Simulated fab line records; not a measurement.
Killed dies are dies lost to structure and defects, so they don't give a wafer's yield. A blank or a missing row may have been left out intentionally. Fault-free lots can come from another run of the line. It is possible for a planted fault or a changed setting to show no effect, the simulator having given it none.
fab line records / flow nand-harc
[record] lots = 6 wafers = 18 last-day = 25
route steps=1159 shown P_STI@88
lots with no fault: from the same line, run without faults
start-h: the number of hours between the record's first day and the start of the first shown wafer of the lot / wait-h: hours since the lot's step before / " unchanged from the row above / L1.1+2: a single row standing in for several wafers / - either no value or no given start / * or withheld: withheld / < > ~ a bound
route shown NAME@n: names a module that has steps shown in the file, with the first one's number in the route / usual: mean/standard deviation of fault-free wafers / same: alike in all rows / chamber/n: place in a boat / sites: the reading at each site / _std_site: the standard deviation of these / _edge_site: the outer-site mean with the inner-site mean subtracted / radius-mm: for every site, how far away it sits from the centre of the wafer / mask NAME#n: copy n / behind: the last tool/chamber to shape the wafer / hold: what put the lot on hold/how long, in hours/how the hold closed / device: whichever transistor did not switch (one of n, p or np) / end of line: the route-end tests of the same wafers / a step given without rows: its recipe and nothing more / killed: at the first sort, the dies lost to defects and structure; wafer yield is something else / map: a wafer's dies, x killed, . not, _ none there
set.NAME: the setting the step ran with; set.NAME@STEP: the setting that earlier step ran with / model.NAME: the simulator's own value behind a step, which no gauge read
certain route steps with their lots: each step a table, each wafer a row
services: the hour from which a tool's chamber was out of use, counted from the record's first day as start-h (under 0 if before that day), plus the number of hours and why
[[steps]]
[step NHARC_P_STI_ETCH_42]
[recipe] target-depth-a = 800 overetch-a = 240 time-s = 61 ion-energy-ev = 200 n2-flow-sccm = 150 h2-flow-sccm = 150 ar-flow-sccm = 0 rf-w = 400 bias-w = 150 chemistry = N2/H2
[usual] drypump-motor-current-A = 5.9/0.56 oes-product-au = 1.001/0.009 rf-vpp-V = 430.4/2.7 showerhead-plenum-p-Torr = 2.03/0.094 throttle-valve-pct = 14.173/0.0087
lot.wafer=L863.2 tool=rie-diel-12 chamber=2 start-h=72.92 wait-h=0.1 drypump-motor-current-A=6.6 oes-product-au=0.995 rf-hours-counter-h=0.7 rf-vpp-V=430.2 showerhead-plenum-p-Torr=2.01 throttle-valve-pct=14.163
lot.wafer=L863.5 tool=rie-diel-12 chamber=2 start-h=72.92 wait-h=0.1 drypump-motor-current-A=6.6 oes-product-au=0.996 rf-hours-counter-h=- rf-vpp-V=429.7 showerhead-plenum-p-Torr=2.01 throttle-valve-pct=14.184
lot.wafer=L863.6 tool=rie-diel-12 chamber=3 start-h=72.92 wait-h=0.1 drypump-motor-current-A=5.3 oes-product-au=1.017 rf-hours-counter-h=- rf-vpp-V=429.4 showerhead-plenum-p-Torr=1.97 throttle-valve-pct=14.178
lot.wafer=L865.2 tool=rie-diel-08 chamber=0 start-h=83.26 wait-h=0.1 drypump-motor-current-A=6.4 oes-product-au=0.999 rf-hours-counter-h=7.3 rf-vpp-V=435.2 showerhead-plenum-p-Torr=2.14 throttle-valve-pct=14.174
lot.wafer=L865.4 tool=rie-diel-08 chamber=1 start-h=83.26 wait-h=0.1 drypump-motor-current-A=6.6 oes-product-au=1.003 rf-hours-counter-h=8.0 rf-vpp-V=434.4 showerhead-plenum-p-Torr=2.15 throttle-valve-pct=14.176
lot.wafer=L865.6 tool=rie-diel-08 chamber=1 start-h=83.26 wait-h=0.1 drypump-motor-current-A=6.7 oes-product-au=1.004 rf-hours-counter-h=- rf-vpp-V=434.4 showerhead-plenum-p-Torr=2.15 throttle-valve-pct=14.178
lot.wafer=L873.4 tool=rie-diel-06 chamber=1 start-h=131.04 wait-h=0.1 drypump-motor-current-A=4.8 oes-product-au=0.991 rf-hours-counter-h=1.8 rf-vpp-V=426.7 showerhead-plenum-p-Torr=1.91 throttle-valve-pct=14.171
lot.wafer=L873.3 tool=rie-diel-06 chamber=2 start-h=131.04 wait-h=0.1 drypump-motor-current-A=6.1 oes-product-au=0.993 rf-hours-counter-h=1.6 rf-vpp-V=427.4 showerhead-plenum-p-Torr=1.90 throttle-valve-pct=14.169
lot.wafer=L873.1 tool=rie-diel-06 chamber=3 start-h=131.04 wait-h=0.1 drypump-motor-current-A=5.8 oes-product-au=0.991 rf-hours-counter-h=1.8 rf-vpp-V=432.6 showerhead-plenum-p-Torr=2.11 throttle-valve-pct=14.174
lot.wafer=L874.1 tool=rie-diel-06 chamber=0 start-h=138.50 wait-h=0.1 drypump-motor-current-A=5.5 oes-product-au=1.010 rf-hours-counter-h=2.6 rf-vpp-V=429.3 showerhead-plenum-p-Torr=2.04 throttle-valve-pct=14.177
lot.wafer=L874.6 tool=rie-diel-06 chamber=1 start-h=138.50 wait-h=0.1 drypump-motor-current-A=4.8 oes-product-au=0.998 rf-hours-counter-h=- rf-vpp-V=428.0 showerhead-plenum-p-Torr=1.90 throttle-valve-pct=14.177
lot.wafer=L874.5 tool=rie-diel-06 chamber=2 start-h=138.50 wait-h=0.1 drypump-motor-current-A=6.0 oes-product-au=0.998 rf-hours-counter-h=- rf-vpp-V=427.9 showerhead-plenum-p-Torr=1.90 throttle-valve-pct=14.160
lot.wafer=L879.2 tool=rie-diel-12 chamber=1 start-h=164.02 wait-h=0.1 drypump-motor-current-A=6.0 oes-product-au=0.996 rf-hours-counter-h=3.2 rf-vpp-V=431.1 showerhead-plenum-p-Torr=2.05 throttle-valve-pct=14.169
lot.wafer=L879.3 tool=rie-diel-12 chamber=2 start-h=164.02 wait-h=0.1 drypump-motor-current-A=6.6 oes-product-au=1.002 rf-hours-counter-h=3.4 rf-vpp-V=429.8 showerhead-plenum-p-Torr=2.01 throttle-valve-pct=14.167
lot.wafer=L879.1 tool=rie-diel-12 chamber=3 start-h=164.02 wait-h=0.1 drypump-motor-current-A=5.3 oes-product-au=1.008 rf-hours-counter-h=3.4 rf-vpp-V=429.6 showerhead-plenum-p-Torr=1.96 throttle-valve-pct=14.154
lot.wafer=L880.4 tool=rie-diel-06 chamber=0 start-h=175.96 wait-h=0.1 drypump-motor-current-A=5.5 oes-product-au=0.993 rf-hours-counter-h=3.9 rf-vpp-V=431.0 showerhead-plenum-p-Torr=2.04 throttle-valve-pct=14.170
lot.wafer=L880.3 tool=rie-diel-06 chamber=1 start-h=175.96 wait-h=0.1 drypump-motor-current-A=4.8 oes-product-au=0.997 rf-hours-counter-h=3.8 rf-vpp-V=426.5 showerhead-plenum-p-Torr=1.90 throttle-valve-pct=14.168
lot.wafer=L880.6 tool=rie-diel-06 chamber=3 start-h=175.96 wait-h=0.1 drypump-motor-current-A=5.8 oes-product-au=0.992 rf-hours-counter-h=- rf-vpp-V=433.5 showerhead-plenum-p-Torr=2.11 throttle-valve-pct=14.147
[step NHARC_P_STI_ETCH_31]
[recipe] target-depth-a = 1089 time-s = 54.5 cf4-flow-sccm = 100 chf3-flow-sccm = 30 ar-flow-sccm = 0 rf-w = 500 bias-w = 200 chemistry = CF4/CHF3
[usual] drypump-motor-current-A = 5.9/0.56 oes-product-au = 0.965/0.014 rf-vpp-V = 370.4/2.3 showerhead-plenum-p-Torr = 1.57/0.066 throttle-valve-pct = 16.803/0.0082
lot.wafer=L863.2 tool=rie-diel-12 chamber=2 start-h=- wait-h=- drypump-motor-current-A=6.6 oes-product-au=0.968 rf-hours-counter-h=0.7 rf-vpp-V=370.7 showerhead-plenum-p-Torr=1.55 throttle-valve-pct=16.809
lot.wafer=L863.6 tool=rie-diel-12 chamber=1 start-h=- wait-h=- drypump-motor-current-A=6.1 oes-product-au=0.962 rf-hours-counter-h=- rf-vpp-V=371.8 showerhead-plenum-p-Torr=1.58 throttle-valve-pct=16.796
lot.wafer=L863.5 tool=rie-diel-12 chamber=2 start-h=- wait-h=- drypump-motor-current-A=6.6 oes-product-au=0.975 rf-hours-counter-h=- rf-vpp-V=371.3 showerhead-plenum-p-Torr=1.55 throttle-valve-pct=16.786
lot.wafer=L865.4 tool=rie-diel-08 chamber=0 start-h=- wait-h=- drypump-motor-current-A=6.4 oes-product-au=0.932 rf-hours-counter-h=7.4 rf-vpp-V=373.3 showerhead-plenum-p-Torr=1.64 throttle-valve-pct=16.815
lot.wafer=L865.2 tool=rie-diel-08 chamber=1 start-h=- wait-h=- drypump-motor-current-A=6.6 oes-product-au=0.952 rf-hours-counter-h=8.1 rf-vpp-V=374.4 showerhead-plenum-p-Torr=1.65 throttle-valve-pct=16.801
lot.wafer=L865.6 tool=rie-diel-08 chamber=0 start-h=- wait-h=- drypump-motor-current-A=6.4 oes-product-au=0.928 rf-hours-counter-h=- rf-vpp-V=370.7 showerhead-plenum-p-Torr=1.64 throttle-valve-pct=16.807
lot.wafer=L873.1 tool=rie-diel-06 chamber=1 start-h=- wait-h=- drypump-motor-current-A=4.8 oes-product-au=0.955 rf-hours-counter-h=1.8 rf-vpp-V=366.6 showerhead-plenum-p-Torr=1.48 throttle-valve-pct=16.801
lot.wafer=L873.3 tool=rie-diel-06 chamber=2 start-h=- wait-h=- drypump-motor-current-A=6.1 oes-product-au=0.946 rf-hours-counter-h=1.6 rf-vpp-V=367.4 showerhead-plenum-p-Torr=1.47 throttle-valve-pct=16.817
lot.wafer=L873.4 tool=rie-diel-06 chamber=3 start-h=- wait-h=- drypump-motor-current-A=5.8 oes-product-au=0.945 rf-hours-counter-h=1.8 rf-vpp-V=371.1 showerhead-plenum-p-Torr=1.63 throttle-valve-pct=16.807
lot.wafer=L874.1 tool=rie-diel-06 chamber=2 start-h=- wait-h=- drypump-motor-current-A=6.1 oes-product-au=0.947 rf-hours-counter-h=2.2 rf-vpp-V=367.1 showerhead-plenum-p-Torr=1.48 throttle-valve-pct=16.816
lot.wafer=L874.6 tool=rie-diel-06 chamber=3 start-h=- wait-h=- drypump-motor-current-A=5.8 oes-product-au=0.964 rf-hours-counter-h=- rf-vpp-V=372.9 showerhead-plenum-p-Torr=1.63 throttle-valve-pct=16.802
lot.wafer=L874.5 tool=rie-diel-06 chamber=0 start-h=- wait-h=- drypump-motor-current-A=5.5 oes-product-au=0.970 rf-hours-counter-h=- rf-vpp-V=369.4 showerhead-plenum-p-Torr=1.58 throttle-valve-pct=16.821
lot.wafer=L879.2 tool=rie-diel-12 chamber=1 start-h=- wait-h=- drypump-motor-current-A=6.0 oes-product-au=0.953 rf-hours-counter-h=3.2 rf-vpp-V=370.7 showerhead-plenum-p-Torr=1.58 throttle-valve-pct=16.815
lot.wafer=L879.3 tool=rie-diel-12 chamber=2 start-h=- wait-h=- drypump-motor-current-A=6.6 oes-product-au=0.974 rf-hours-counter-h=3.5 rf-vpp-V=369.2 showerhead-plenum-p-Torr=1.55 throttle-valve-pct=16.803
lot.wafer=L879.1 tool=rie-diel-12 chamber=0 start-h=- wait-h=- drypump-motor-current-A=6.7 oes-product-au=0.960 rf-hours-counter-h=3.1 rf-vpp-V=366.5 showerhead-plenum-p-Torr=1.49 throttle-valve-pct=16.796
lot.wafer=L880.4 tool=rie-diel-06 chamber=1 start-h=- wait-h=- drypump-motor-current-A=4.8 oes-product-au=0.951 rf-hours-counter-h=3.8 rf-vpp-V=368.2 showerhead-plenum-p-Torr=1.48 throttle-valve-pct=16.816
lot.wafer=L880.3 tool=rie-diel-06 chamber=3 start-h=- wait-h=- drypump-motor-current-A=5.7 oes-product-au=0.953 rf-hours-counter-h=3.7 rf-vpp-V=369.9 showerhead-plenum-p-Torr=1.63 throttle-valve-pct=16.809
lot.wafer=L880.6 tool=rie-diel-06 chamber=1 start-h=- wait-h=- drypump-motor-current-A=4.8 oes-product-au=0.953 rf-hours-counter-h=- rf-vpp-V=366.9 showerhead-plenum-p-Torr=1.48 throttle-valve-pct=16.792
[step NHARC_P_STI_ETCH_15]
[recipe] target-depth-a = 3000 taper-deg = 4 time-s = 100.1 hbr-flow-sccm = 150 cl2-flow-sccm = 50 rf-w = 400 icp-w = 400 bias-w = 100 chemistry = HBr/Cl2
[usual] drypump-motor-current-A = 5.9/0.42 oes-product-au = 1.004/0.009 throttle-valve-pct = 26.406/0.0099
lot.wafer=L863.2 tool=rie-si-05 chamber=2 start-h=73.12 wait-h=- drypump-motor-current-A=5.3 oes-product-au=1.002 rf-hours-counter-h=0.0 throttle-valve-pct=26.394
lot.wafer=L863.5 tool=rie-si-05 chamber=1 start-h=73.12 wait-h=- drypump-motor-current-A=5.9 oes-product-au=1.004 rf-hours-counter-h=- throttle-valve-pct=26.411
lot.wafer=L863.6 tool=rie-si-05 chamber=2 start-h=73.12 wait-h=- drypump-motor-current-A=5.3 oes-product-au=0.985 rf-hours-counter-h=- throttle-valve-pct=26.398
lot.wafer=L865.4 tool=rie-si-01 chamber=2 start-h=83.45 wait-h=- drypump-motor-current-A=6.1 oes-product-au=1.005 rf-hours-counter-h=0.8 throttle-valve-pct=26.417
lot.wafer=L865.2 tool=rie-si-01 chamber=0 start-h=83.45 wait-h=- drypump-motor-current-A=6.3 oes-product-au=1.007 rf-hours-counter-h=0.9 throttle-valve-pct=26.411
lot.wafer=L865.6 tool=rie-si-01 chamber=2 start-h=83.45 wait-h=- drypump-motor-current-A=6.1 oes-product-au=1.003 rf-hours-counter-h=- throttle-valve-pct=26.400
lot.wafer=L873.3 tool=rie-si-06 chamber=2 start-h=131.22 wait-h=- drypump-motor-current-A=5.8 oes-product-au=1.001 rf-hours-counter-h=0.9 throttle-valve-pct=26.412
lot.wafer=L873.4 tool=rie-si-06 chamber=3 start-h=131.22 wait-h=- drypump-motor-current-A=6.0 oes-product-au=1.008 rf-hours-counter-h=1.1 throttle-valve-pct=26.408
lot.wafer=L873.1 tool=rie-si-06 chamber=1 start-h=131.22 wait-h=- drypump-motor-current-A=4.9 oes-product-au=1.003 rf-hours-counter-h=0.8 throttle-valve-pct=26.413
lot.wafer=L874.1 tool=rie-si-05 chamber=3 start-h=138.72 wait-h=- drypump-motor-current-A=5.8 oes-product-au=0.989 rf-hours-counter-h=0.4 throttle-valve-pct=26.419
lot.wafer=L874.5 tool=rie-si-05 chamber=0 start-h=138.72 wait-h=- drypump-motor-current-A=6.2 oes-product-au=1.015 rf-hours-counter-h=- throttle-valve-pct=26.389
lot.wafer=L874.6 tool=rie-si-05 chamber=1 start-h=138.72 wait-h=- drypump-motor-current-A=5.8 oes-product-au=1.003 rf-hours-counter-h=- throttle-valve-pct=26.412
lot.wafer=L879.3 tool=rie-si-05 chamber=1 start-h=164.20 wait-h=- drypump-motor-current-A=5.9 oes-product-au=1.006 rf-hours-counter-h=0.7 throttle-valve-pct=26.396
lot.wafer=L879.2 tool=rie-si-05 chamber=3 start-h=164.20 wait-h=- drypump-motor-current-A=5.9 oes-product-au=0.995 rf-hours-counter-h=0.6 throttle-valve-pct=26.398
lot.wafer=L879.1 tool=rie-si-05 chamber=0 start-h=164.20 wait-h=- drypump-motor-current-A=6.2 oes-product-au=1.012 rf-hours-counter-h=0.6 throttle-valve-pct=26.410
lot.wafer=L880.4 tool=rie-si-06 chamber=1 start-h=176.18 wait-h=- drypump-motor-current-A=4.9 oes-product-au=0.997 rf-hours-counter-h=1.0 throttle-valve-pct=26.399
lot.wafer=L880.3 tool=rie-si-06 chamber=2 start-h=176.18 wait-h=- drypump-motor-current-A=5.8 oes-product-au=1.005 rf-hours-counter-h=1.2 throttle-valve-pct=26.406
lot.wafer=L880.6 tool=rie-si-06 chamber=3 start-h=176.18 wait-h=- drypump-motor-current-A=5.9 oes-product-au=1.011 rf-hours-counter-h=- throttle-valve-pct=26.386
[step NHARC_P_STI_CD_MEAS_16]
[usual] cd-nm = 200.3/2.7
lot.wafer=L863.2 tool=cd-sem-01 chamber=- start-h=73.27 wait-h=- cd-nm=200.2
lot.wafer=L863.5 tool=cd-sem-01 chamber=- start-h=73.27 wait-h=- cd-nm=204.3
lot.wafer=L863.6 tool=cd-sem-01 chamber=- start-h=73.27 wait-h=- cd-nm=201.3
lot.wafer=L865.2 tool=cd-sem-01 chamber=- start-h=83.62 wait-h=- cd-nm=196.6
lot.wafer=L865.4 tool=cd-sem-01 chamber=- start-h=83.62 wait-h=- cd-nm=198.7
lot.wafer=L865.6 tool=cd-sem-01 chamber=- start-h=83.62 wait-h=- cd-nm=199.5
lot.wafer=L873.1 tool=cd-sem-01 chamber=- start-h=131.38 wait-h=- cd-nm=201.0
lot.wafer=L873.3 tool=cd-sem-01 chamber=- start-h=131.38 wait-h=- cd-nm=201.6
lot.wafer=L873.4 tool=cd-sem-01 chamber=- start-h=131.38 wait-h=- cd-nm=196.3
lot.wafer=L874.1 tool=cd-sem-02 chamber=- start-h=138.83 wait-h=- cd-nm=199.0
lot.wafer=L874.5 tool=cd-sem-02 chamber=- start-h=138.83 wait-h=- cd-nm=201.1
lot.wafer=L874.6 tool=cd-sem-02 chamber=- start-h=138.83 wait-h=- cd-nm=204.5
lot.wafer=L879.1 tool=cd-sem-03 chamber=- start-h=164.39 wait-h=- cd-nm=196.8
lot.wafer=L879.2 tool=cd-sem-03 chamber=- start-h=164.39 wait-h=- cd-nm=201.1
lot.wafer=L879.3 tool=cd-sem-03 chamber=- start-h=164.39 wait-h=- cd-nm=199.6
lot.wafer=L880.3 tool=cd-sem-03 chamber=- start-h=176.32 wait-h=- cd-nm=203.3
lot.wafer=L880.4 tool=cd-sem-03 chamber=- start-h=176.32 wait-h=- cd-nm=201.7
lot.wafer=L880.6 tool=cd-sem-03 chamber=- start-h=176.32 wait-h=- cd-nm=201.6
[step NHARC_P_STI_OCD_MEAS_17]
[usual] trench-depth-nm = 303/3.6 trench-foot-cd-nm = 158.6/2.2
lot.wafer=L863.2 tool=ocd-02 chamber=- start-h=73.37 wait-h=0.1 trench-depth-nm=300 trench-foot-cd-nm=157.0
lot.wafer=L863.5 tool=ocd-02 chamber=- start-h=73.37 wait-h=0.1 trench-depth-nm=304 trench-foot-cd-nm=161.1
lot.wafer=L863.6 tool=ocd-02 chamber=- start-h=73.37 wait-h=0.1 trench-depth-nm=297 trench-foot-cd-nm=159.1
lot.wafer=L865.2 tool=ocd-02 chamber=- start-h=83.71 wait-h=0.1 trench-depth-nm=302 trench-foot-cd-nm=155.5
lot.wafer=L865.4 tool=ocd-02 chamber=- start-h=83.71 wait-h=0.1 trench-depth-nm=303 trench-foot-cd-nm=157.1
lot.wafer=L865.6 tool=ocd-02 chamber=- start-h=83.71 wait-h=0.1 trench-depth-nm=303 trench-foot-cd-nm=156.9
lot.wafer=L873.1 tool=ocd-02 chamber=- start-h=131.47 wait-h=0.1 trench-depth-nm=297 trench-foot-cd-nm=160.2
lot.wafer=L873.3 tool=ocd-02 chamber=- start-h=131.47 wait-h=0.1 trench-depth-nm=301 trench-foot-cd-nm=160.6
lot.wafer=L873.4 tool=ocd-02 chamber=- start-h=131.47 wait-h=0.1 trench-depth-nm=303 trench-foot-cd-nm=154.0
lot.wafer=L874.1 tool=ocd-02 chamber=- start-h=138.92 wait-h=0.1 trench-depth-nm=297 trench-foot-cd-nm=158.5
lot.wafer=L874.5 tool=ocd-02 chamber=- start-h=138.92 wait-h=0.1 trench-depth-nm=304 trench-foot-cd-nm=159.5
lot.wafer=L874.6 tool=ocd-02 chamber=- start-h=138.92 wait-h=0.1 trench-depth-nm=303 trench-foot-cd-nm=162.4
lot.wafer=L879.1 tool=ocd-02 chamber=- start-h=164.48 wait-h=0.1 trench-depth-nm=310 trench-foot-cd-nm=154.1
lot.wafer=L879.2 tool=ocd-02 chamber=- start-h=164.48 wait-h=0.1 trench-depth-nm=299 trench-foot-cd-nm=160.4
lot.wafer=L879.3 tool=ocd-02 chamber=- start-h=164.48 wait-h=0.1 trench-depth-nm=304 trench-foot-cd-nm=156.2
lot.wafer=L880.3 tool=ocd-02 chamber=- start-h=176.40 wait-h=0.1 trench-depth-nm=304 trench-foot-cd-nm=160.2
lot.wafer=L880.4 tool=ocd-02 chamber=- start-h=176.40 wait-h=0.1 trench-depth-nm=300 trench-foot-cd-nm=160.7
lot.wafer=L880.6 tool=ocd-02 chamber=- start-h=176.40 wait-h=0.1 trench-depth-nm=303 trench-foot-cd-nm=160.4
[step NHARC_P_STI_STRIP_19]
[recipe] time-s = 900 temp-c = 130 chemistry = SPM
[step NHARC_P_STI_PRECLEAN_32]
[recipe] time-s = * temp-c = 50 bath-age-min = 0 chemistry = SC1
[step NHARC_P_STI_SRD_23]
[step NHARC_P_STI_OCD_MEAS_43]
[usual] trench-depth-nm = 303/3.7 trench-foot-cd-nm = 158.6/2.2
lot.wafer=L863.2 tool=ocd-01 chamber=- start-h=73.88 wait-h=- trench-depth-nm=300 trench-foot-cd-nm=157.2
lot.wafer=L863.5 tool=ocd-01 chamber=- start-h=73.88 wait-h=- trench-depth-nm=304 trench-foot-cd-nm=161.1
lot.wafer=L863.6 tool=ocd-01 chamber=- start-h=73.88 wait-h=- trench-depth-nm=297 trench-foot-cd-nm=158.7
lot.wafer=L865.2 tool=ocd-01 chamber=- start-h=84.23 wait-h=- trench-depth-nm=302 trench-foot-cd-nm=155.3
lot.wafer=L865.4 tool=ocd-01 chamber=- start-h=84.23 wait-h=- trench-depth-nm=303 trench-foot-cd-nm=157.7
lot.wafer=L865.6 tool=ocd-01 chamber=- start-h=84.23 wait-h=- trench-depth-nm=303 trench-foot-cd-nm=156.7
lot.wafer=L873.1 tool=ocd-01 chamber=- start-h=131.98 wait-h=- trench-depth-nm=297 trench-foot-cd-nm=160.3
lot.wafer=L873.3 tool=ocd-01 chamber=- start-h=131.98 wait-h=- trench-depth-nm=301 trench-foot-cd-nm=160.4
lot.wafer=L873.4 tool=ocd-01 chamber=- start-h=131.98 wait-h=- trench-depth-nm=303 trench-foot-cd-nm=155.4
lot.wafer=L874.1 tool=ocd-01 chamber=- start-h=139.43 wait-h=- trench-depth-nm=297 trench-foot-cd-nm=159.0
lot.wafer=L874.5 tool=ocd-01 chamber=- start-h=139.43 wait-h=- trench-depth-nm=305 trench-foot-cd-nm=159.9
lot.wafer=L874.6 tool=ocd-01 chamber=- start-h=139.43 wait-h=- trench-depth-nm=303 trench-foot-cd-nm=162.0
lot.wafer=L879.1 tool=ocd-02 chamber=- start-h=164.99 wait-h=- trench-depth-nm=310 trench-foot-cd-nm=153.8
lot.wafer=L879.2 tool=ocd-02 chamber=- start-h=164.99 wait-h=- trench-depth-nm=298 trench-foot-cd-nm=160.6
lot.wafer=L879.3 tool=ocd-02 chamber=- start-h=164.99 wait-h=- trench-depth-nm=304 trench-foot-cd-nm=157.3
lot.wafer=L880.3 tool=ocd-02 chamber=- start-h=176.92 wait-h=- trench-depth-nm=303 trench-foot-cd-nm=160.0
lot.wafer=L880.4 tool=ocd-02 chamber=- start-h=176.92 wait-h=- trench-depth-nm=301 trench-foot-cd-nm=161.3
lot.wafer=L880.6 tool=ocd-02 chamber=- start-h=176.92 wait-h=- trench-depth-nm=303 trench-foot-cd-nm=160.1
[step NHARC_P_STI_OXIDE_33]
[recipe] target-thk-a = 100 temp-c = 1000 ox-time-s = 281 material = SiO2
[step NHARC_P_STI_HDPCVD_20]
[recipe] target-thk-a = withheld sigma-open-frac = withheld material = SiO2
[step NHARC_P_STI_ANNEAL_34]
[recipe] temp-c = 1000 time-s = 1800
[step NHARC_P_STI_CMP_21]
[recipe] t-overpolish-s = 20 target-thk-nm = 380.67
[usual] motor-current-A = 11.9/1.1 overpolish-run-s = 20.001/0.008 pad-life-wafers = 251/150 t-overpolish-s = 20/0
lot.wafer=L863.2 tool=cmp-01 chamber=2 start-h=95.11 wait-h=0.4 motor-current-A=12.5 overpolish-run-s=19.988 pad-life-wafers=57 t-overpolish-s=20
lot.wafer=L863.5 tool=cmp-01 chamber=3 start-h=95.11 wait-h=0.4 motor-current-A=12.9 overpolish-run-s=19.994 pad-life-wafers=- t-overpolish-s=20
lot.wafer=L863.6 tool=cmp-01 chamber=0 start-h=95.11 wait-h=0.4 motor-current-A=12.1 overpolish-run-s=19.995 pad-life-wafers=- t-overpolish-s=20
lot.wafer=L865.4 tool=cmp-03 chamber=2 start-h=101.78 wait-h=0.4 motor-current-A=12.0 overpolish-run-s=19.990 pad-life-wafers=229 t-overpolish-s=20
lot.wafer=L865.2 tool=cmp-03 chamber=0 start-h=101.78 wait-h=0.4 motor-current-A=9.3 overpolish-run-s=19.997 pad-life-wafers=231 t-overpolish-s=20
lot.wafer=L865.6 tool=cmp-03 chamber=1 start-h=101.78 wait-h=0.4 motor-current-A=12.1 overpolish-run-s=20.002 pad-life-wafers=- t-overpolish-s=20
lot.wafer=L873.4 tool=cmp-01 chamber=1 start-h=152.11 wait-h=0.4 motor-current-A=11.8 overpolish-run-s=20.014 pad-life-wafers=384 t-overpolish-s=20
lot.wafer=L873.3 tool=cmp-01 chamber=2 start-h=152.11 wait-h=0.4 motor-current-A=12.1 overpolish-run-s=19.998 pad-life-wafers=385 t-overpolish-s=20
lot.wafer=L873.1 tool=cmp-01 chamber=0 start-h=152.11 wait-h=0.4 motor-current-A=12.4 overpolish-run-s=67.441 pad-life-wafers=387 t-overpolish-s=67.445
lot.wafer=L874.1 tool=cmp-01 chamber=0 start-h=157.10 wait-h=0.4 motor-current-A=11.4 overpolish-run-s=67.449 pad-life-wafers=423 t-overpolish-s=67.445
lot.wafer=L874.5 tool=cmp-01 chamber=1 start-h=157.10 wait-h=0.4 motor-current-A=11.5 overpolish-run-s=19.995 pad-life-wafers=- t-overpolish-s=20
lot.wafer=L874.6 tool=cmp-01 chamber=2 start-h=157.10 wait-h=0.4 motor-current-A=12.1 overpolish-run-s=19.993 pad-life-wafers=- t-overpolish-s=20
lot.wafer=L879.2 tool=cmp-04 chamber=1 start-h=182.65 wait-h=0.4 motor-current-A=10.4 overpolish-run-s=20.003 pad-life-wafers=379 t-overpolish-s=20
lot.wafer=L879.3 tool=cmp-04 chamber=2 start-h=182.65 wait-h=0.4 motor-current-A=12.8 overpolish-run-s=20.000 pad-life-wafers=380 t-overpolish-s=20
lot.wafer=L879.1 tool=cmp-04 chamber=3 start-h=182.65 wait-h=0.4 motor-current-A=14.1 overpolish-run-s=19.994 pad-life-wafers=381 t-overpolish-s=20
lot.wafer=L880.3 tool=cmp-04 chamber=1 start-h=196.53 wait-h=0.4 motor-current-A=11.4 overpolish-run-s=20.002 pad-life-wafers=457 t-overpolish-s=20
lot.wafer=L880.4 tool=cmp-04 chamber=2 start-h=196.53 wait-h=0.4 motor-current-A=12.7 overpolish-run-s=19.992 pad-life-wafers=458 t-overpolish-s=20
lot.wafer=L880.6 tool=cmp-04 chamber=1 start-h=196.53 wait-h=0.4 motor-current-A=11.1 overpolish-run-s=19.994 pad-life-wafers=- t-overpolish-s=20
[[services]]
tool=rie-si-05 chamber=- start-h=52.56 hours=0.2 kind=repair
tool=rie-si-01 chamber=- start-h=53.69 hours=11.7 kind=repair
tool=cmp-03 chamber=- start-h=58.00 hours=4.0 kind=pm
tool=rie-si-05 chamber=- start-h=62.06 hours=9.0 kind=pm
tool=rie-diel-06 chamber=- start-h=64.20 hours=9.0 kind=pm
tool=rie-si-06 chamber=1 start-h=66.41 hours=4.9 kind=repair
tool=cmp-01 chamber=- start-h=81.50 hours=4.0 kind=pm
tool=rie-diel-06 chamber=- start-h=95.29 hours=0.4 kind=repair
tool=rie-si-01 chamber=2 start-h=104.70 hours=5.5 kind=repair
tool=cmp-04 chamber=- start-h=105.00 hours=4.0 kind=pm
tool=rie-si-01 chamber=2 start-h=112.12 hours=12.0 kind=repair
tool=rie-diel-12 chamber=0 start-h=112.70 hours=2.8 kind=repair
tool=rie-diel-08 chamber=3 start-h=123.84 hours=5.1 kind=repair
tool=rie-diel-08 chamber=- start-h=124.80 hours=9.0 kind=pm
tool=rie-si-01 chamber=- start-h=127.00 hours=9.0 kind=pm
tool=cmp-03 chamber=- start-h=135.50 hours=1.4 kind=repair
tool=cmp-04 chamber=- start-h=139.01 hours=0.9 kind=repair
tool=rie-diel-08 chamber=3 start-h=142.35 hours=3.2 kind=repair
tool=cmp-04 chamber=- start-h=155.65 hours=2.5 kind=repair
tool=rie-si-05 chamber=2 start-h=160.66 hours=5.1 kind=repair
tool=cmp-01 chamber=- start-h=179.50 hours=4.0 kind=pm
tool=rie-diel-12 chamber=0 start-h=181.73 hours=5.8 kind=repair
tool=rie-si-06 chamber=- start-h=183.00 hours=9.0 kind=pm
tool=rie-diel-08 chamber=0 start-h=193.41 hours=4.6 kind=repair
[[key]]
[first-sign] step = NHARC_P_STI_CMP_21 reading = t-overpolish-s direction = up sigmas = 99+ usual = 20 struck = 67.445
[effect] step = NHARC_P_STI_CMP_21 reading = overpolish-run-s direction = up sigmas = 99+ usual = 20.001 struck = 67.445
met-at NHARC_P_STI_CMP_21
struck-wafers L873.1,L874.1
tester-left-out L873,L874
onset-between 95.11 152.11
[fault] kind = process-parameter-drift tool = cmp-01 chamber = 0 onset-h = 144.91 steps = NHARC_P_STI_CMP_21 channel = t-overpolish-s offset = 47.445 shape = step end-h = 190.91 acts-in = these-recipes-only stated = 20
// tester-left-out: of these lots the tester's yield and bins aren't shown, on N5 and GAA mostly nor the transistor test; their killed dies are dies lost to structure and defects alone, not to doping, threshold or leakage, so they don't give the yield
